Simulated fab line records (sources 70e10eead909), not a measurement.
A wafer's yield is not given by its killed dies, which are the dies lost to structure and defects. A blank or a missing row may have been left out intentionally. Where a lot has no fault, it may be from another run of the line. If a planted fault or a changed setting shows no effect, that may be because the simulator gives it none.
fab line records | flow nand-harc
record lots=24 wafers=72 last-day=24
route steps=1159 shown A_CONTACT@908 A_BLC@975
lots with no fault: from the same line, run without faults
start-h: the number of hours between the record's first day and the start of the first shown wafer of the lot | wait-h: hours since the lot's step before | " same as the row above | L1.1+2: a single row standing in for several wafers | - no value present, or no start provided | * or withheld: withheld | < > ~ a bound
route shown NAME@n: a module of which the file shows steps, and the number in the route of the first | usual: average and standard deviation across the fault-free wafers | same: alike in all rows | chamber/n: place in a boat | sites: the reading at each site | _std_site: the standard deviation of these | _edge_site: outer sites' mean less inner sites' | radius-mm: how far each site lies from the wafer's centre | mask NAME#n: copy n | behind: the most recent tool/chamber to have shaped the wafer | hold: reason for holding the lot/hours on hold/outcome of the hold | device: the transistor (n, p or np) that didn't switch | end of line: tests run on the same wafers once the route is complete | step lacking rows: just its recipe | killed: dies lost to structure and defects at the first sort, not the wafer's yield | map: the dies of a wafer, with x for killed, . for not killed, _ for no die there
set.NAME: setting as actually run; set.NAME@STEP: the setting as run at that earlier step | model.NAME: the simulator's own value behind a step, which no gauge read
one table for each step of the route and one row for each wafer, over a sample of lots
services: from which hour (start-h, from the record's first day; less than 0 if before it) a tool's chamber was out of use, for how many hours, and why
## steps
# step NHARC_A_CONTACT_ETCH_128
# recipe source-w=withheld pressure-mtorr=20 bias-v=1200 time-s=155 target-depth-a=9560 ar-flow-sccm=withheld c4f8-flow-sccm=withheld o2-flow-sccm=withheld chemistry=C4F8/O2/Ar
# usual oes-air-line-au=1.000/0.02
# columns lot.wafer tool chamber start-h wait-h oes-air-line-au rf-hours-counter-h
L074.2 har-cap-etch-01 0 384.93 0.1 0.996 59
L074.4 " 0 " " 0.994 -
L074.3 " 1 " " 1.021 -
L075.4 har-cap-etch-01 1 388.39 0.1 1.001 -
L075.3 " 0 " " 1.019 -
L075.6 " 0 " " 1.053 -
L076.1 har-cap-etch-03 1 395.80 0.1 0.967 82
L076.5 " 0 " " 1.001 -
L076.6 " 1 " " 0.991 -
L079.2 har-cap-etch-01 1 395.84 0.1 0.967 61
L079.1 " 0 " " 1.013 61
L079.6 " 0 " " 0.993 -
L081.2 har-cap-etch-03 1 406.41 0.1 0.980 86
L081.1 " 0 " " 0.985 86
L081.6 " 1 " " 0.990 -
L077.1 har-cap-etch-01 0 409.34 0.1 0.980 65
L077.6 " 1 " " 0.978 -
L077.5 " 0 " " 0.961 -
L080.1 har-cap-etch-02 1 412.30 0.1 0.990 16
L080.3 " 0 " " 1.007 -
L080.6 " 0 " " 1.012 -
L078.2 har-cap-etch-03 0 412.59 0.1 0.977 87
L078.1 " 1 " " 1.008 87
L078.4 " 1 " " 0.967 -
L082.2 har-cap-etch-01 0 434.42 0.1 1.007 68
L082.3 " 1 " " 1.012 -
L082.6 " 0 " " 0.987 -
L084.2 har-cap-etch-01 0 443.56 0.1 0.950 70
L084.1 " 1 " " 0.982 70
L084.5 " 0 " " 0.981 -
L086.1 har-cap-etch-03 0 444.65 0.1 1.019 91
L086.5 " 0 " " 0.948 -
L086.6 " 1 " " 0.994 -
L085.1 har-cap-etch-01 1 446.66 0.1 1.020 72
L085.4 " 0 " " 1.008 -
L085.6 " 1 " " 1.013 -
L083.1 har-cap-etch-03 1 448.42 0.1 0.988 92
L083.3 " 0 " " 0.996 -
L083.6 " 0 " " 0.994 -
L088.2 har-cap-etch-02 0 455.66 0.1 1.055 25
L088.3 " 1 " " 0.965 -
L088.6 " 1 " " 0.985 -
L087.1 har-cap-etch-01 1 462.96 0.1 0.995 74
L087.3 " 1 " " 1.005 -
L087.4 " 0 " " 0.996 -
L089.1 har-cap-etch-02 0 463.98 0.1 1.023 26
L089.5 " 0 " " 1.000 -
L089.6 " 1 " " 1.009 -
L090.4 har-cap-etch-01 1 474.72 0.1 1.000 -
L090.6 " 1 " " 1.001 -
L090.5 " 0 " " 1.003 -
L092.4 har-cap-etch-01 1 490.90 0.1 0.980 -
L092.5 " 0 " " 0.976 -
L092.6 " 1 " " 0.992 -
L093.1 har-cap-etch-03 1 492.52 0.1 1.030 99
L093.4 " 0 " " 1.010 -
L093.3 " 1 " " 1.020 -
L091.1 har-cap-etch-02 1 494.58 0.1 1.028 30
L091.3 " 1 " " 1.020 -
L091.4 " 0 " " 1.017 -
L094.4 har-cap-etch-01 0 496.20 0.1 1.002 -
L094.6 " 0 " " 0.990 -
L094.5 " 1 " " 0.998 -
L095.2 har-cap-etch-03 0 515.87 0.1 0.988 102
L095.1 " 1 " " 1.017 102
L095.4 " 1 " " 1.011 -
L096.4 har-cap-etch-02 0 519.03 0.1 0.986 -
L096.3 " 1 " " 0.987 -
L096.6 " 1 " " 1.006 -
L097.1 har-cap-etch-03 1 524.76 0.1 1.000 105
L097.2 " 0 " " 0.982 105
L097.4 " 1 " " 0.999 -
# step NHARC_A_CONTACT_STRIP_82
# recipe o2-flow-sccm=500 ar-flow-sccm=0 bias-w=0 chemistry=O2
# usual drypump-motor-current-A=5.7/0.48 oes-product-au=1.000/0.0096 rf-vpp-V=57.6/0.85 showerhead-plenum-p-Torr=3.45/0.13 throttle-valve-pct=17.036/0.0096
# columns lot.wafer tool chamber start-h wait-h drypump-motor-current-A oes-product-au rf-hours-counter-h rf-vpp-V showerhead-plenum-p-Torr throttle-valve-pct
L074.4 rie-diel-13 2 - - 6.0 1.018 17 58.5 3.39 17.045
L074.2 " 3 " " 6.0 1.012 17 58.4 3.61 17.028
L074.3 " 0 " " 5.2 1.002 17 57.8 3.35 17.019
L075.3 rie-diel-13 0 - - 5.2 1.004 17 57.9 3.35 17.035
L075.4 " 2 " " 6.0 1.019 17 56.3 3.39 17.042
L075.6 " 0 " " 5.2 1.011 - 57.1 3.35 17.046
L079.1 rie-diel-13 0 - - 5.2 1.001 19 59.0 3.35 17.050
L079.2 " 2 " " 6.0 1.011 19 56.3 3.39 17.042
L079.6 " 0 " " 5.2 1.002 - 56.8 3.35 17.052
L076.1 rie-diel-01 3 - - 5.3 0.995 30 58.4 3.45 17.043
L076.6 " 0 " " 6.7 1.013 - 57.5 3.28 17.043
L076.5 " 1 " " 5.1 0.997 - 56.0 3.33 17.047
L081.2 rie-diel-01 1 - - 5.1 1.006 24 57.5 3.33 17.038
L081.1 " 2 " " 6.0 1.005 30 59.9 3.60 17.036
L081.6 " 0 " " 6.7 1.003 - 57.7 3.28 17.026
L077.1 rie-diel-01 2 - - 6.0 1.002 32 56.9 3.60 17.026
L077.5 " 3 " " 5.4 1.005 - 56.6 3.45 17.017
L077.6 " 0 " " 6.7 1.012 - 56.5 3.28 17.041
L080.3 rie-diel-01 0 - - 6.7 1.018 35 56.9 3.28 17.034
L080.1 " 2 " " 6.0 1.007 33 57.4 3.60 17.036
L080.6 " 0 " " 6.7 1.011 - 57.8 3.28 17.040
L078.4 rie-diel-13 0 - - 5.2 0.994 22 57.4 3.35 17.035
L078.1 " 1 " " 5.5 0.997 23 57.5 3.37 17.048
L078.2 " 2 " " 6.0 1.006 21 56.9 3.39 17.039
L082.2 rie-diel-01 0 - - 6.7 1.003 43 55.8 3.28 17.032
L082.3 " 3 " " 5.4 1.000 43 58.2 3.45 17.033
L082.6 " 0 " " 6.7 1.012 - 57.6 3.28 17.032
L084.1 rie-diel-07 2 - - 6.0 1.003 7 56.7 3.53 17.037
L084.2 " 3 " " 5.3 0.982 7 59.0 3.46 17.031
L084.5 " 1 " " 5.7 0.982 - 56.4 3.47 17.045
L086.1 rie-diel-13 2 - - 6.0 1.012 27 57.1 3.39 17.036
L086.5 " 2 " " 6.0 1.010 - 57.3 3.39 17.029
L086.6 " 3 " " 6.0 0.992 - 58.0 3.60 17.033
L085.1 rie-diel-13 2 - - 6.0 1.024 28 58.6 3.39 17.037
L085.4 " 0 " " 5.2 1.001 29 56.8 3.34 17.031
L085.6 " 2 " " 6.0 1.019 - 57.5 3.39 17.047
L083.1 rie-diel-07 3 - - 5.3 0.993 8 56.6 3.46 17.033
L083.3 " 0 " " 5.8 1.001 8 58.9 3.73 17.039
L083.6 " 0 " " 5.8 1.005 - 58.1 3.73 17.025
L088.3 rie-diel-01 2 - - 6.0 0.997 50 58.1 3.59 17.043
L088.2 " 3 " " 5.4 0.990 53 57.0 3.44 17.047
L088.6 " 3 " " 5.3 0.988 - 57.9 3.44 17.061
L087.1 rie-diel-01 2 - - 6.1 1.002 53 58.2 3.59 17.050
L087.3 " 3 " " 5.3 0.995 56 58.2 3.44 17.049
L087.4 " 0 " " 6.7 1.010 55 58.2 3.27 17.023
L089.1 rie-diel-07 0 - - 5.8 1.006 14 57.5 3.73 17.045
L089.6 " 3 " " 5.3 0.994 - 58.3 3.46 17.029
L089.5 " 0 " " 5.8 1.008 - 58.1 3.73 17.039
L090.4 rie-diel-13 2 - - 6.0 1.000 2 58.0 3.38 17.044
L090.6 " 3 " " 6.0 1.000 - 58.5 3.60 17.035
L090.5 " 0 " " 5.2 1.002 - 57.1 3.34 17.041
L092.4 rie-diel-07 1 - - 5.6 0.983 25 59.2 3.46 17.047
L092.6 " 2 " " 5.9 1.000 - 57.8 3.52 17.026
L092.5 " 3 " " 5.3 1.002 - 58.2 3.45 17.045
L093.1 rie-diel-07 2 - - 5.9 1.004 24 57.3 3.52 17.030
L093.4 " 0 " " 5.8 0.993 26 57.2 3.72 17.030
L093.3 " 1 " " 5.6 0.989 25 56.5 3.46 17.041
L091.4 rie-diel-13 2 - - 6.0 0.995 6 57.8 3.38 17.027
L091.3 " 3 " " 6.0 0.998 6 56.3 3.60 17.041
L091.1 " 0 " " 5.2 1.000 6 57.1 3.34 17.030
L094.4 rie-diel-13 3 - - 6.0 1.001 6 58.3 3.60 17.025
L094.6 " 0 " " 5.2 1.002 - 57.4 3.34 17.047
L094.5 " 1 " " 5.5 0.989 - 57.5 3.37 17.040
L095.2 rie-diel-01 1 - - 5.1 0.998 5 58.8 3.31 17.035
L095.4 " 2 " " 6.0 1.005 6 56.8 3.58 17.025
L095.1 " 0 " " 6.7 1.014 6 58.5 3.81 17.045
L096.4 rie-diel-13 3 - - 6.0 0.999 11 58.2 3.59 17.030
L096.3 " 0 " " 5.2 0.999 11 58.8 3.34 17.050
L096.6 " 2 " " 6.0 1.003 - 57.8 3.38 17.043
L097.1 rie-diel-01 0 - - 6.7 1.014 11 57.6 3.80 17.026
L097.2 " 3 " " 5.4 0.987 11 57.0 3.43 17.032
L097.4 " 0 " " 6.8 1.025 - 57.8 3.80 17.048
# step NHARC_A_CONTACT_ETCH_88
# recipe target-depth-a=390 over-etch-frac=0.3 time-s=65 ion-energy-ev=80 cf4-flow-sccm=150 ar-flow-sccm=0 rf-w=300 bias-w=100 chemistry=CF4
# usual drypump-motor-current-A=5.7/0.41 oes-product-au=1.000/0.0091 rf-vpp-V=150.9/1.2 showerhead-plenum-p-Torr=1.73/0.061 throttle-valve-pct=13.284/0.0098
# columns lot.wafer tool chamber start-h wait-h drypump-motor-current-A oes-product-au rf-hours-counter-h rf-vpp-V showerhead-plenum-p-Torr throttle-valve-pct
L074.2 rie-diel-07 2 392.39 0.1 5.9 1.010 56 151.2 1.77 13.280
L074.3 " 3 " " 5.3 1.000 58 151.3 1.74 13.276
L074.4 " 1 " " 5.6 1.002 54 151.7 1.74 13.281
L075.3 rie-diel-13 0 395.42 0.1 5.2 1.001 18 151.2 1.68 13.290
L075.4 " 1 " " 5.5 0.992 18 150.4 1.69 13.268
L075.6 " 1 " " 5.4 0.985 - 149.6 1.69 13.279
L079.1 rie-diel-07 2 400.65 0.1 5.9 1.012 59 151.0 1.77 13.282
L079.2 " 3 " " 5.3 1.002 61 151.3 1.74 13.282
L079.6 " 1 " " 5.6 1.013 - 151.4 1.74 13.295
L076.1 rie-diel-01 2 401.76 0.1 6.0 1.013 27 153.2 1.80 13.289
L076.6 " 1 " " 5.1 1.003 - 150.1 1.67 13.285
L076.5 " 2 " " 6.0 1.012 - 150.5 1.80 13.278
L081.2 rie-diel-01 0 411.51 0.1 6.7 1.003 34 151.3 1.64 13.291
L081.1 " 1 " " 5.1 0.992 26 150.5 1.67 13.275
L081.6 " 1 " " 5.1 0.992 - 149.5 1.67 13.287
L077.1 rie-diel-13 1 415.40 0.1 5.5 0.991 23 150.1 1.69 13.279
L077.6 " 0 " " 5.2 1.002 - 148.8 1.68 13.286
L077.5 " 1 " " 5.4 1.000 - 149.8 1.69 13.286
L080.1 rie-diel-13 3 417.01 0.1 6.0 0.998 22 151.2 1.81 13.279
L080.3 " 0 " " 5.2 1.001 22 150.9 1.68 13.279
L080.6 " 3 " " 6.0 1.003 - 151.4 1.81 13.295
L078.1 rie-diel-13 1 418.23 0.1 5.5 0.989 24 150.7 1.69 13.280
L078.4 " 2 " " 6.0 1.003 22 150.2 1.70 13.290
L078.2 " 3 " " 6.0 1.004 23 151.9 1.81 13.274
L082.2 rie-diel-01 1 439.13 0.1 5.1 0.982 34 149.1 1.67 13.275
L082.3 " 3 " " 5.3 0.991 44 149.3 1.73 13.278
L082.6 " 1 " " 5.1 0.992 - 151.0 1.67 13.276
L084.2 rie-diel-01 0 448.16 0.1 6.7 1.003 48 150.0 1.64 13.284
L084.1 " 1 " " 5.1 0.993 40 150.9 1.67 13.284
L084.5 " 3 " " 5.4 0.988 - 150.7 1.73 13.298
L086.1 rie-diel-13 1 449.38 0.1 5.5 0.977 30 149.4 1.69 13.291
L086.5 " 0 " " 5.2 0.994 - 150.1 1.68 13.285
L086.6 " 1 " " 5.5 0.982 - 149.7 1.69 13.274
L085.1 rie-diel-07 0 453.13 0.1 5.8 0.993 9 152.2 1.87 13.293
L085.4 " 2 " " 5.9 0.995 9 149.6 1.77 13.288
L085.6 " 0 " " 5.8 1.001 - 154.1 1.87 13.296
L083.1 rie-diel-07 3 454.54 0.4 5.3 0.983 10 150.8 1.74 13.272
L083.3 " 2 " " 5.9 0.999 9 151.5 1.77 13.268
L083.6 " 0 " " 5.8 1.013 - 154.6 1.87 13.285
L088.2 rie-diel-01 3 462.17 0.1 5.4 0.991 54 151.7 1.72 13.290
L088.3 " 0 " " 6.7 1.005 54 150.8 1.64 13.282
L088.6 " 3 " " 5.3 0.978 - 152.8 1.72 13.270
L087.1 rie-diel-13 1 467.78 0.1 5.5 0.992 0 152.2 1.69 13.276
L087.4 " 3 " " 6.0 0.997 0 152.1 1.80 13.279
L087.3 " 0 " " 5.2 1.011 0 149.9 1.68 13.298
L089.1 rie-diel-13 0 468.84 0.1 5.2 1.010 1 150.3 1.68 13.296
L089.5 " 3 " " 6.0 0.996 - 150.3 1.80 13.277
L089.6 " 0 " " 5.2 1.003 - 150.1 1.68 13.279
L090.4 rie-diel-13 0 480.09 0.1 5.2 1.013 3 150.4 1.68 13.286
L090.5 " 0 " " 5.2 1.011 - 150.6 1.68 13.295
L090.6 " 1 " " 5.5 0.996 - 149.1 1.69 13.284
L092.4 rie-diel-13 3 496.36 0.1 6.0 0.999 5 153.0 1.80 13.301
L092.5 " 2 " " 6.0 1.006 - 151.0 1.70 13.293
L092.6 " 3 " " 5.9 1.004 - 151.5 1.80 13.294
L093.1 rie-diel-13 0 498.44 0.1 5.2 1.003 6 150.2 1.67 13.276
L093.4 " 2 " " 6.0 1.001 7 150.5 1.70 13.290
L093.3 " 3 " " 6.0 0.990 6 151.4 1.80 13.294
L091.4 rie-diel-13 3 499.83 0.1 6.0 0.988 7 150.6 1.80 13.287
L091.3 " 0 " " 5.2 1.016 7 148.5 1.67 13.287
L091.1 " 1 " " 5.4 1.004 7 149.5 1.69 13.271
L094.4 rie-diel-13 1 500.93 0.1 5.4 0.991 7 150.1 1.69 13.299
L094.5 " 3 " " 5.9 1.003 - 152.1 1.80 13.282
L094.6 " 0 " " 5.2 1.001 - 149.7 1.67 13.284
L095.1 rie-diel-13 2 521.13 0.1 6.0 1.000 11 149.9 1.69 13.293
L095.2 " 3 " " 6.0 1.002 11 151.0 1.80 13.280
L095.4 " 0 " " 5.2 1.009 11 149.2 1.67 13.297
L096.3 rie-diel-07 3 524.88 0.5 5.2 0.987 36 150.1 1.73 13.283
L096.4 " 1 " " 5.6 0.978 38 151.3 1.73 13.299
L096.6 " 3 " " 5.3 0.979 - 152.6 1.73 13.268
L097.1 rie-diel-13 3 529.70 0.1 6.0 1.004 14 151.9 1.80 13.281
L097.4 " 0 " " 5.2 1.009 14 149.4 1.67 13.288
L097.2 " 2 " " 6.0 1.003 14 151.0 1.69 13.294
# step NHARC_A_CONTACT_ETCH_137
# recipe source-w=withheld pressure-mtorr=20 bias-v=3000 time-s=132 target-depth-a=12870 ar-flow-sccm=withheld c4f8-flow-sccm=withheld o2-flow-sccm=withheld chemistry=C4F8/O2/Ar
# usual oes-air-line-au=1.000/0.02
# columns lot.wafer tool chamber start-h wait-h oes-air-line-au rf-hours-counter-h
L074.2 har-cap-etch-02 1 393.76 0.1 1.020 12
L074.3 " 0 " " 1.000 -
L074.4 " 1 " " 1.022 -
L075.4 har-cap-etch-02 1 396.82 0.1 0.996 -
L075.3 " 0 " " 0.980 -
L075.6 " 1 " " 1.006 -
L079.2 har-cap-etch-02 0 401.99 0.1 1.013 14
L079.1 " 1 " " 1.016 14
L079.6 " 0 " " 1.026 -
L076.1 har-cap-etch-03 0 403.11 0.1 1.016 85
L076.6 " 0 " " 0.982 -
L076.5 " 1 " " 1.013 -
L081.1 har-cap-etch-01 0 413.12 0.1 0.989 66
L081.2 " 1 " " 0.972 66
L081.6 " 1 " " 0.982 -
L077.1 har-cap-etch-02 1 416.76 0.1 1.016 17
L077.5 " 1 " " 1.010 -
L077.6 " 0 " " 0.980 -
L080.1 har-cap-etch-01 1 418.42 0.1 0.994 67
L080.3 " 0 " " 0.977 -
L080.6 " 1 " " 1.021 -
L078.1 har-cap-etch-03 1 419.58 0.1 0.970 88
L078.2 " 0 " " 1.008 88
L078.4 " 1 " " 0.965 -
L082.2 har-cap-etch-03 1 440.51 0.1 0.981 90
L082.3 " 0 " " 0.996 -
L082.6 " 0 " " 1.010 -
L084.2 har-cap-etch-02 0 449.65 0.1 1.011 23
L084.1 " 1 " " 1.023 23
L084.5 " 0 " " 1.018 -
L086.1 har-cap-etch-01 0 450.72 0.1 0.995 73
L086.5 " 0 " " 0.954 -
L086.6 " 1 " " 1.009 -
L085.1 har-cap-etch-01 1 454.75 0.1 1.030 73
L085.4 " 1 " " 0.979 -
L085.6 " 0 " " 0.981 -
L083.1 har-cap-etch-03 1 456.36 0.1 0.984 95
L083.3 " 0 " " 1.007 -
L083.6 " 0 " " 0.961 -
L088.2 har-cap-etch-03 1 464.07 0.1 1.018 95
L088.3 " 1 " " 0.998 -
L088.6 " 1 " " 1.031 -
L087.1 har-cap-etch-03 0 469.15 0.1 0.979 96
L087.4 " 1 " " 0.991 -
L087.3 " 0 " " 0.987 -
L089.1 har-cap-etch-02 0 470.18 0.1 0.996 27
L089.6 " 0 " " 0.966 -
L089.5 " 1 " " 1.009 -
L090.4 har-cap-etch-01 0 481.50 0.1 1.041 -
L090.6 " 1 " " 0.987 -
L090.5 " 0 " " 1.047 -
L092.4 har-cap-etch-03 1 497.87 0.1 1.001 -
L092.5 " 1 " " 1.005 -
L092.6 " 0 " " 1.013 -
L093.1 har-cap-etch-02 0 499.81 0.1 1.002 32
L093.3 " 1 " " 0.999 -
L093.4 " 0 " " 1.015 -
L091.1 har-cap-etch-01 0 501.18 0.1 1.012 81
L091.4 " 0 " " 1.022 -
L091.3 " 1 " " 1.020 -
L094.4 har-cap-etch-03 0 502.32 0.1 0.971 -
L094.5 " 1 " " 1.003 -
L094.6 " 0 " " 0.988 -
L095.1 har-cap-etch-02 0 522.73 0.1 0.982 35
L095.2 " 1 " " 1.001 35
L095.4 " 0 " " 1.007 -
L096.4 har-cap-etch-02 0 526.34 0.1 1.025 -
L096.3 " 1 " " 0.995 -
L096.6 " 0 " " 1.041 -
L097.1 har-cap-etch-03 1 531.17 0.1 1.009 107
L097.2 " 0 " " 1.022 107
L097.4 " 1 " " 0.994 -
# step NHARC_A_BLC_OVL_MEAS_11
# usual overlay-x-nm=0.1/0.82 overlay-y-nm=-0.1/0.64
# columns lot.wafer tool chamber start-h wait-h overlay-x-nm overlay-y-nm
L074.2 overlay-01 - 398.70 - -0.2 0.0
L074.3 " - " " 0.0 -0.8
L074.4 " - " " 0.1 -0.2
L075.3 overlay-02 - 400.69 - 1.2 0.5
L075.4 " - " " 1.1 0.7
L075.6 " - " " 1.1 0.2
L079.1 overlay-02 - 410.38 - 0.7 0.0
L079.2 " - " " 0.8 0.2
L079.6 " - " " 1.1 0.0
L076.1 overlay-01 - 410.43 - -0.3 -0.2
L076.5 " - " " 0.2 -0.2
L076.6 " - " " -0.2 -0.2
L081.1 overlay-02 - 418.46 - 1.0 -0.5
L081.2 " - " " 1.1 0.0
L081.6 " - " " 1.5 -0.2
L077.1 overlay-02 - 420.54 - -1.6 -0.3
L077.5 " - " " -1.1 -0.9
L077.6 " - " " -1.4 -1.0
L080.1 overlay-02 - 424.68 - 0.5 1.8
L080.3 " - " " 0.5 1.5
L080.6 " - " " 0.8 1.0
L078.1 overlay-01 - 425.56 - -1.0 -0.1
L078.2 " - " " -1.0 -0.3
L078.4 " - " " -1.0 -0.2
L082.2 overlay-01 - 448.60 - -1.2 -0.9
L082.3 " - " " -1.6 -0.3
L082.6 " - " " -0.6 -0.5
L084.1 overlay-01 - 454.67 - 0.7 -0.1
L084.2 " - " " 0.7 0.0
L084.5 " - " " 1.0 0.3
L086.1 overlay-01 - 455.10 - -0.3 -0.5
L086.5 " - " " 0.5 -0.5
L086.6 " - " " -0.2 -0.4
L085.1 overlay-01 - 459.68 - 0.3 0.4
L085.4 " - " " 0.5 0.2
L085.6 " - " " 0.4 0.3
L083.1 overlay-02 - 460.55 - -1.0 -1.4
L083.3 " - " " -0.7 -1.4
L083.6 " - " " -1.2 -1.1
L088.2 overlay-02 - 468.01 - -0.3 0.0
L088.3 " - " " -0.3 0.1
L088.6 " - " " -0.8 -0.2
L087.1 overlay-01 - 480.58 - -0.3 0.3
L087.3 " - " " -0.2 0.2
L087.4 " - " " 0.0 0.4
L089.1 overlay-01 - 481.17 - 0.3 0.0
L089.5 " - " " 0.1 0.2
L089.6 " - " " 0.3 0.1
L090.4 overlay-02 - 494.36 - 1.6 0.1
L090.5 " - " " 1.2 -0.4
L090.6 " - " " 0.9 -0.1
L092.4 overlay-01 - 505.28 - 0.5 1.0
L092.5 " - " " 0.3 0.9
L092.6 " - " " 0.8 1.2
L093.1 overlay-02 - 507.13 - 0.1 -0.3
L093.3 " - " " -0.1 0.5
L093.4 " - " " 0.1 -0.3
L091.1 overlay-02 - 507.83 - -0.8 0.1
L091.3 " - " " -1.2 1.2
L091.4 " - " " -1.7 0.2
L094.4 overlay-02 - 514.35 - 0.5 0.6
L094.5 " - " " 0.0 0.3
L094.6 " - " " 0.9 0.4
L095.1 overlay-01 - 526.95 - 0.9 -0.5
L095.2 " - " " 1.4 -0.5
L095.4 " - " " 0.6 -0.5
L096.3 overlay-02 - 530.29 - 0.0 -0.7
L096.4 " - " " 0.0 -0.4
L096.6 " - " " 0.5 -0.1
L097.1 overlay-01 - 535.55 - 1.4 -0.9
L097.2 " - " " 1.6 -1.4
L097.4 " - " " 1.4 -1.1
# step NHARC_A_BLC_ETCH_18
# recipe target-depth-a=9100 c4f8-flow-sccm=20 o2-flow-sccm=10 ar-flow-sccm=withheld rf-w=600 bias-w=1500 chemistry=C4F8/O2/Ar
# usual oes-product-au=0.946/0.022 rf-vpp-V=978/5.4
# columns lot.wafer tool chamber start-h wait-h oes-product-au rf-hours-counter-h rf-vpp-V
L074.3 rie-diel-02 2 - - 0.970 5 976
L074.4 " 0 " " 0.965 5 983
L074.2 " 1 " " 0.961 6 977
L075.3 rie-diel-09 3 - - 0.917 20 983
L075.6 " 1 " " 0.938 - 981
L075.4 " 3 " " 0.918 - 984
L076.1 rie-diel-02 2 - - 0.927 6 975
L076.5 " 1 " " 0.909 - 977
L076.6 " 2 " " 0.928 - 976
L079.2 rie-diel-09 0 - - 0.929 16 979
L079.1 " 1 " " 0.927 20 980
L079.6 " 1 " " 0.932 - 981
L081.2 rie-diel-02 3 - - 0.917 6 969
L081.1 " 0 " " 0.911 7 984
L081.6 " 1 " " 0.913 - 977
L077.1 rie-diel-09 0 - - 0.966 17 979
L077.6 " 0 " " 0.959 - 978
L077.5 " 1 " " 0.960 - 980
L080.1 rie-diel-02 1 - - 0.914 8 977
L080.3 " 3 " " 0.921 7 967
L080.6 " 1 " " 0.920 - 977
L078.1 rie-diel-02 0 - - 0.955 8 982
L078.2 " 1 " " 0.953 9 976
L078.4 " 2 " " 0.984 8 977
L082.3 rie-diel-09 0 - - 0.960 1 978
L082.2 " 1 " " 0.966 1 981
L082.6 " 0 " " 0.966 - 980
L084.1 rie-diel-09 3 - - 0.967 3 984
L084.2 " 0 " " 0.964 3 979
L084.5 " 3 " " 0.962 - 983
L086.1 rie-diel-02 0 - - 0.950 11 983
L086.6 " 2 " " 0.956 - 976
L086.5 " 3 " " 0.941 - 968
L085.4 rie-diel-02 2 - - 0.931 12 976
L085.1 " 3 " " 0.918 10 968
L085.6 " 2 " " 0.919 - 976
L083.1 rie-diel-08 2 - - 0.923 64 972
L083.3 " 3 " " 0.928 66 968
L083.6 " 1 " " 0.926 - 977
L088.3 rie-diel-09 3 - - 0.946 5 984
L088.2 " 0 " " 0.950 5 979
L088.6 " 1 " " 0.941 - 980
L087.3 rie-diel-02 2 - - 0.969 14 976
L087.4 " 3 " " 0.949 13 970
L087.1 " 1 " " 0.953 14 977
L089.1 rie-diel-02 2 - - 0.933 14 976
L089.5 " 3 " " 0.921 - 970
L089.6 " 0 " " 0.915 - 983
L090.4 rie-diel-02 3 - - 0.970 14 969
L090.5 " 0 " " 0.975 - 983
L090.6 " 1 " " 0.951 - 976
L092.4 rie-diel-08 2 - - 0.964 7 973
L092.6 " 2 " " 0.969 - 970
L092.5 " 3 " " 0.946 - 988
L093.1 rie-diel-09 3 - - 0.974 8 985
L093.4 " 1 " " 0.962 9 982
L093.3 " 2 " " 0.988 1 981
L091.3 rie-diel-08 3 - - 0.944 8 989
L091.1 " 0 " " 0.956 8 989
L091.4 " 1 " " 0.957 9 974
L094.5 rie-diel-09 3 - - 0.934 - 985
L094.6 " 0 " " 0.949 - 976
L094.4 " 2 " " 0.948 - 980
L095.2 rie-diel-02 1 - - 0.958 2 978
L095.1 " 2 " " 0.981 2 975
L095.4 " 3 " " 0.969 - 969
L096.3 rie-diel-09 1 - - 0.932 11 980
L096.4 " 2 " " 0.977 - 981
L096.6 " 1 " " 0.937 - 980
L097.2 rie-diel-02 2 - - 0.972 3 975
L097.4 " 0 " " 0.972 1 982
L097.1 " 1 " " 0.959 3 977
## services
# columns tool chamber start-h hours kind
rie-diel-13 0 383.23 - clean
rie-diel-13 1 383.23 - clean
rie-diel-13 2 383.23 - clean
rie-diel-13 3 383.23 - clean
rie-diel-01 1 385.95 10.3 repair
rie-diel-09 2 398.02 100.3 repair
rie-diel-13 2 401.11 8.7 repair
rie-diel-07 - 405.57 9.0 pm
rie-diel-13 0 407.97 - clean
rie-diel-13 1 407.97 - clean
rie-diel-13 3 407.97 - clean
har-cap-etch-03 - 429.71 0.7 repair
rie-diel-09 - 431.10 9.0 pm
rie-diel-13 - 453.26 9.0 pm
rie-diel-09 - 469.69 0.6 repair
har-cap-etch-02 - 472.27 0.2 repair
rie-diel-08 - 479.90 9.0 pm
rie-diel-01 - 491.93 9.0 pm
har-cap-etch-02 - 504.24 2.4 repair
rie-diel-02 - 504.76 9.0 pm
rie-diel-09 1 512.44 7.1 repair
rie-diel-09 0 520.62 11.6 repair
rie-diel-02 0 522.32 9.9 repair
rie-diel-01 2 525.56 1.5 repair
## key
fault none
